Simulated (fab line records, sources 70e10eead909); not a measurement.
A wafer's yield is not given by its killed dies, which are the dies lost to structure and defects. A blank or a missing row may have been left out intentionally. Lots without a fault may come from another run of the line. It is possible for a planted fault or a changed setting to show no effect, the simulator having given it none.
Which tool was responsible?    flow nand harc    72 wafers from 24 lots sampled at 5 of the route's 1302 steps

== WHAT THE GAUGES SHOWED, per wafer ==
NHARC_A_BLC_INSPECT_28. Usual: raw defect count reads 542 (standard deviation 130).
lot   measured      on                 raw defect count  flag
L074  day 22 12:44  defect inspect-01  528 550 716       
L076  day 22 19:53  defect inspect-01  423 716 460       
L075  day 23 08:30  defect inspect-02  514 566 546       
L078  day 23 19:13  defect inspect-01  663 572 466       
L077  day 23 18:44  defect inspect-01  436 608 476       
L079  day 24 01:38  defect inspect-02  457 413 612       
L081  day 25 16:56  defect inspect-02  755 863 677       
L080  day 26 05:17  defect inspect-02  536 505 552       
L083  day 26 11:54  defect inspect-02  456 398 455       
L082  day 26 13:50  defect inspect-01  586 463 797       
L084  day 26 17:22  defect inspect-02  456 437 385       
L085  day 27 07:39  defect inspect-01  590 536 462       
L086  day 27 21:13  defect inspect-02  442 499 576       
L087  day 27 22:12  defect inspect-02  622 550 503       
L088  day 28 14:46  defect inspect-02  498 532 543       
L089  day 28 19:10  defect inspect-01  421 553 379       
L091  day 29 00:45  defect inspect-02  396 365 344       
L090  day 29 15:19  defect inspect-01  390 545 531       
L092  day 30 03:00  defect inspect-01  839 524 636       
L093  day 30 15:44  defect inspect-01  640 642 601       
L094  day 31 19:16  defect inspect-01  354 611 524       
L096  day 32 00:34  defect inspect-01  535 671 511       
L097  day 32 01:10  defect inspect-01  486 606 361       
L095  day 32 03:43  defect inspect-01  573 587 535       

== WHICH TOOL RAN EACH LOT (tool, then ch and the chambers of the sampled wafers, then the start) ==
lot   NHARC_A_CONTACT_ETCH_88             NHARC_A_CONTACT_ETCH_139              NHARC_A_CONTACT_ALD_18               NHARC_A_BLC_DESCUM_15
L074  rie diel-10 ch 0,1,3, day 22 02:41  har cap etch-03 ch 0,1, day 22 05:37  ald metal-04 ch 0,1,2, day 22 07:39  rie diel-06 ch 0,2,3, day 22 09:49
L076  rie diel-10 ch 0,1,2, day 22 10:02  har cap etch-02 ch 1, day 22 13:10    ald metal-04 ch 0,1,3, day 22 14:55  rie diel-06 ch 0,1, day 22 16:57
L075  rie diel-10 ch 0,2,3, day 22 19:28  har cap etch-03 ch 0,1, day 22 21:52  ald metal-03 ch 0,1,3, day 22 23:35  rie diel-12 ch 1,3, day 23 01:42
L078  rie diel-10 ch 0,1,2, day 23 07:13  har cap etch-03 ch 0,1, day 23 09:32  ald metal-03 ch 0,3, day 23 14:04    rie diel-12 ch 0,1,2, day 23 16:07
L077  rie diel-10 ch 0,2, day 23 09:31    har cap etch-02 ch 0,1, day 23 11:55  ald metal-04 ch 1,2, day 23 13:33    rie diel-06 ch 1,2,3, day 23 15:46
L079  rie diel-10 ch 1,3, day 23 16:00    har cap etch-01 ch 0,1, day 23 18:22  ald metal-04 ch 0,1,2, day 23 20:30  rie diel-04 ch 0,1,2, day 23 22:41
L081  rie diel-03 ch 1,2,3, day 25 07:04  har cap etch-02 ch 0,1, day 25 09:31  ald metal-04 ch 0,1,3, day 25 11:07  rie diel-04 ch 0,3, day 25 13:17
L080  rie diel-13 ch 1,3, day 25 19:55    har cap etch-03 ch 0,1, day 25 22:31  ald metal-03 ch 1,2,3, day 26 00:14  rie diel-06 ch 0,1,2, day 26 02:19
L083  rie diel-13 ch 0,1,3, day 26 01:43  har cap etch-02 ch 0,1, day 26 04:40  ald metal-04 ch 0,2, day 26 06:31    rie diel-04 ch 1,3, day 26 08:44
L082  rie diel-13 ch 1,2, day 26 04:17    har cap etch-01 ch 0,1, day 26 06:45  ald metal-01 ch 0,3, day 26 08:29    rie diel-04 ch 1,2, day 26 10:41
L084  rie diel-10 ch 1,2,3, day 26 07:47  har cap etch-03 ch 0,1, day 26 10:12  ald metal-03 ch 0,1,3, day 26 11:51  rie diel-06 ch 0,2,3, day 26 14:04
L085  rie diel-03 ch 0,1,2, day 26 22:25  har cap etch-02 ch 0,1, day 27 00:48  ald metal-01 ch 1,3, day 27 02:33    rie diel-04 ch 1,2,3, day 27 04:43
L086  rie diel-10 ch 0,1, day 27 11:55    har cap etch-03 ch 0,1, day 27 14:23  ald metal-03 ch 0,1,3, day 27 16:04  rie diel-06 ch 1,2, day 27 18:13
L087  rie diel-10 ch 0,2,3, day 27 13:10  har cap etch-02 ch 0,1, day 27 15:29  ald metal-01 ch 0,2, day 27 17:14    rie diel-06 ch 0,1, day 27 19:17
L088  rie diel-10 ch 0,2, day 28 03:41    har cap etch-03 ch 0,1, day 28 07:06  ald metal-03 ch 1,2,3, day 28 08:55  rie diel-06 ch 1,2,3, day 28 11:50
L089  rie diel-10 ch 0,1, day 28 09:27    har cap etch-03 ch 0,1, day 28 12:20  ald metal-03 ch 1,2,3, day 28 14:05  rie diel-04 ch 1,2, day 28 16:13
L091  rie diel-10 ch 0,1,2, day 28 15:34  har cap etch-01 ch 0,1, day 28 17:53  ald metal-04 ch 0,1,2, day 28 19:39  rie diel-04 ch 0,1,3, day 28 21:48
L090  rie diel-03 ch 1,2,3, day 29 06:09  har cap etch-01 ch 0,1, day 29 08:34  ald metal-03 ch 0,1,2, day 29 10:13  rie diel-04 ch 0,2,3, day 29 12:22
L092  rie diel-13 ch 1,3, day 29 17:47    har cap etch-01 ch 0,1, day 29 20:13  ald metal-01 ch 1,3, day 29 21:50    rie diel-06 ch 1,2,3, day 30 00:02
L093  rie diel-10 ch 0,2, day 30 06:31    har cap etch-03 ch 0,1, day 30 08:55  ald metal-04 ch 0,1,3, day 30 10:34  rie diel-04 ch 0,1,3, day 30 12:47
L094  rie diel-10 ch 1,2, day 31 09:51    har cap etch-02 ch 0,1, day 31 12:22  ald metal-01 ch 0,2,3, day 31 14:05  rie diel-04 ch 1,3, day 31 16:16
L096  rie diel-03 ch 2,3, day 31 14:22    har cap etch-01 ch 0,1, day 31 17:06  ald metal-04 ch 0,1,3, day 31 18:50  rie diel-06 ch 1,2, day 31 21:12
L097  rie diel-10 ch 1,2,3, day 31 16:07  har cap etch-02 ch 0,1, day 31 18:31  ald metal-01 ch 2,3, day 31 20:11    rie diel-06 ch 0,2, day 31 22:14
L095  rie diel-13 ch 2,3, day 31 18:11    har cap etch-03 ch 0,1, day 31 20:35  ald metal-03 ch 0,1, day 31 22:17    rie diel-06 ch 0,3, day 32 00:20
- NHARC_A_CONTACT_ETCH_88: etches the open film in CF4, target depth 39 nm, time 65 s.
- NHARC_A_CONTACT_ETCH_139: etches the open film in C4F8/O2/Ar, time 195 s, target depth 840 nm.
- NHARC_A_CONTACT_ALD_18: deposits TiN, target thk 3 nm, pulse time 1 s, ald cycles 150.
- NHARC_A_BLC_DESCUM_15: chemistry O2, time 3 s.

== WHAT THE TOOLS THEMSELVES READ (means of the sampled wafers that have a number; where no wafer has one, the mark that the record gives instead) ==
NHARC_A_CONTACT_ETCH_88. Usual: drypump motor current A 5.9 A, standard deviation 0.52; mfc ar sccm 0.013 sccm, standard deviation 0.015; oes product au 0.997 a.u., standard deviation 0.01; rf vpp V 151.3 V, standard deviation 1.1; showerhead plenum p Torr 1.77 Torr, standard deviation 0.072; throttle valve pct 13.284 %, standard deviation 0.0094.
lot   tool         drypump motor current A (A)  mfc ar sccm (sccm)  oes product au (a.u.)  rf vpp V (V)  showerhead plenum p Torr (Torr)  throttle valve pct (%)  flag
L074  rie diel-10  6.1                          0.009               1.001                  152.1         1.78                             13.272                  
L076  rie diel-10  5.9                          0.012               0.996                  152.0         1.82                             13.289                  
L075  rie diel-10  5.9                          0.019               1.003                  152.0         1.80                             13.288                  
L078  rie diel-10  5.9                          0.012               0.997                  152.2         1.82                             13.283                  
L077  rie diel-10  5.6                          0.022               0.997                  152.0         1.84                             13.289                  
L079  rie diel-10  6.5                          0.014               1.005                  150.2         1.76                             13.295                  
L081  rie diel-03  5.6                          0.000               0.995                  151.4         1.78                             13.289                  
L080  rie diel-13  5.4                          0.023               1.002                  151.5         1.67                             13.292                  
L083  rie diel-13  5.4                          0.012               1.000                  151.0         1.74                             13.290                  
L082  rie diel-13  6.2                          0.028               1.002                  150.6         1.69                             13.280                  
L084  rie diel-10  6.3                          0.017               0.988                  151.6         1.80                             13.280                  
L085  rie diel-03  5.6                          0.000               0.997                  151.4         1.71                             13.286                  
L086  rie diel-10  5.7                          0.004               0.992                  151.7         1.79                             13.281                  
L087  rie diel-10  5.9                          0.019               0.993                  151.1         1.79                             13.295                  
L088  rie diel-10  5.6                          0.022               0.993                  151.8         1.83                             13.288                  
L089  rie diel-10  5.7                          0.004               0.994                  151.4         1.79                             13.284                  
L091  rie diel-10  5.9                          0.012               0.995                  151.1         1.81                             13.289                  
L090  rie diel-03  5.6                          0.000               0.994                  151.5         1.77                             13.283                  
L092  rie diel-13  5.4                          0.012               1.000                  150.8         1.66                             13.279                  
L093  rie diel-10  5.5                          0.014               0.992                  151.4         1.80                             13.272                  
L094  rie diel-10  6.3                          0.010               0.982                  152.2         1.81                             13.277                  
L096  rie diel-03  5.8                          0.000               1.002                  151.0         1.72                             13.285                  
L097  rie diel-10  6.3                          0.017               0.994                  152.2         1.80                             13.281                  
L095  rie diel-13  5.9                          0.037               0.995                  150.5         1.67                             13.291                  

NHARC_A_CONTACT_ETCH_139. Usual: oes air line au reads 0.999 a.u. (standard deviation 0.019).
lot   tool             oes air line au (a.u.)  flag
L074  har cap etch-03  1.004                   
L076  har cap etch-02  0.996                   
L075  har cap etch-03  0.996                   
L078  har cap etch-03  0.993                   
L077  har cap etch-02  1.006                   
L079  har cap etch-01  0.999                   
L081  har cap etch-02  1.009                   
L080  har cap etch-03  0.993                   
L083  har cap etch-02  0.987                   
L082  har cap etch-01  0.993                   
L084  har cap etch-03  1.005                   
L085  har cap etch-02  0.991                   
L086  har cap etch-03  0.992                   
L087  har cap etch-02  1.008                   
L088  har cap etch-03  1.016                   
L089  har cap etch-03  1.005                   
L091  har cap etch-01  1.012                   
L090  har cap etch-01  0.997                   
L092  har cap etch-01  0.995                   
L093  har cap etch-03  0.996                   
L094  har cap etch-02  0.989                   
L096  har cap etch-01  1.006                   
L097  har cap etch-02  0.996                   
L095  har cap etch-03  0.992                   

NHARC_A_CONTACT_ALD_18. Usual: heater power outer w 695 W, standard deviation 95; heater power w 1101 W, standard deviation 130; precursor pulse height rel 1.003, standard deviation 0.02.
lot   tool          heater power outer w (W)  heater power w (W)  precursor pulse height rel  flag
L074  ald metal-04  625                       1047                0.999                       
L076  ald metal-04  707                       1139                0.975                       
L075  ald metal-03  636                       1038                1.005                       
L078  ald metal-03  674                       1118                1.006                       
L077  ald metal-04  577                       952                 1.018                       
L079  ald metal-04  635                       1029                1.004                       
L081  ald metal-04  704                       1158                1.026                       
L080  ald metal-03  643                       1062                0.996                       
L083  ald metal-04  643                       1051                1.001                       
L082  ald metal-01  799                       1178                0.985                       
L084  ald metal-03  649                       1060                1.012                       
L085  ald metal-01  879                       1293                0.994                       
L086  ald metal-03  662                       1056                1.016                       
L087  ald metal-01  669                       998                 0.996                       
L088  ald metal-03  642                       1061                1.004                       
L089  ald metal-03  646                       1077                1.006                       
L091  ald metal-04  630                       1030                1.017                       
L090  ald metal-03  665                       1072                1.024                       
L092  ald metal-01  876                       1306                0.998                       
L093  ald metal-04  731                       1173                0.996                       
L094  ald metal-01  719                       1115                0.985                       
L096  ald metal-04  728                       1178                1.007                       
L097  ald metal-01  711                       1129                0.983                       
L095  ald metal-03  632                       1002                0.985                       

NHARC_A_BLC_DESCUM_15. Usual: drypump motor current A 5.8 A, standard deviation 0.46; mfc ar sccm 0.009 sccm, standard deviation 0.014; oes product au 1.003 a.u., standard deviation 0.01; rf vpp V 57.9 V, standard deviation 0.82; showerhead plenum p Torr 1.96 Torr, standard deviation 0.079; throttle valve pct 11.311 %, standard deviation 0.0089.
lot   tool         drypump motor current A (A)  mfc ar sccm (sccm)  oes product au (a.u.)  rf vpp V (V)  showerhead plenum p Torr (Torr)  throttle valve pct (%)  flag
L074  rie diel-06  6.0                          0.004               1.007                  57.5          1.95                             11.313                  
L076  rie diel-06  6.3                          0.009               1.004                  57.1          1.90                             11.314                  
L075  rie diel-12  5.6                          0.022               0.991                  57.3          1.82                             11.319                  
L078  rie diel-12  5.6                          0.024               0.996                  58.1          1.84                             11.307                  
L077  rie diel-06  5.7                          0.001               0.992                  57.5          2.01                             11.308                  
L079  rie diel-04  5.6                          0.013               1.003                  57.4          2.02                             11.309                  
L081  rie diel-04  5.4                          0.004               0.998                  58.0          1.98                             11.304                  
L080  rie diel-06  6.1                          0.005               1.008                  57.8          1.95                             11.311                  
L083  rie diel-04  6.1                          0.009               1.005                  57.8          1.92                             11.315                  
L082  rie diel-04  5.7                          0.027               1.010                  58.2          2.02                             11.313                  
L084  rie diel-06  5.9                          0.004               1.003                  57.3          1.95                             11.310                  
L085  rie diel-04  5.9                          0.018               1.004                  57.9          1.97                             11.315                  
L086  rie diel-06  6.0                          0.001               1.008                  58.1          2.01                             11.307                  
L087  rie diel-06  6.2                          0.009               1.007                  57.9          1.89                             11.301                  
L088  rie diel-06  5.7                          0.001               1.008                  58.1          2.01                             11.311                  
L089  rie diel-04  5.9                          0.013               1.003                  58.3          2.01                             11.308                  
L091  rie diel-04  5.8                          0.004               1.002                  58.8          1.97                             11.308                  
L090  rie diel-04  5.5                          0.018               0.994                  58.4          1.98                             11.313                  
L092  rie diel-06  5.8                          0.001               0.996                  57.8          2.01                             11.309                  
L093  rie diel-04  5.8                          0.004               1.004                  57.3          1.97                             11.313                  
L094  rie diel-04  6.2                          0.004               1.013                  57.8          1.96                             11.309                  
L096  rie diel-06  5.8                          0.002               0.992                  57.4          2.01                             11.313                  
L097  rie diel-06  6.2                          0.005               1.017                  58.2          1.94                             11.324                  
L095  rie diel-06  6.1                          0.008               1.015                  57.9          1.89                             11.306                  

== THE ANSWER, worked out from the rows above alone ==
Rule: take the mean of a lot's wafers that have a number; if it is more than 3 standard deviations from the usual mean, the lot is off. Also off: a lot with no number at a reading for which 4 or more lots have one. All remaining lots with rows at the step are treated as sound. First the gauges in route order, then the tools' own readings, where a lot's mean is used as printed above. The first step at which some lot is off is used, and at that step the reading that is off furthest; a lot without a number counts as furthest.
None of the lots is off at any reading shown; this tells nothing.

== WHAT THE SIMULATOR HAD INSERTED ==
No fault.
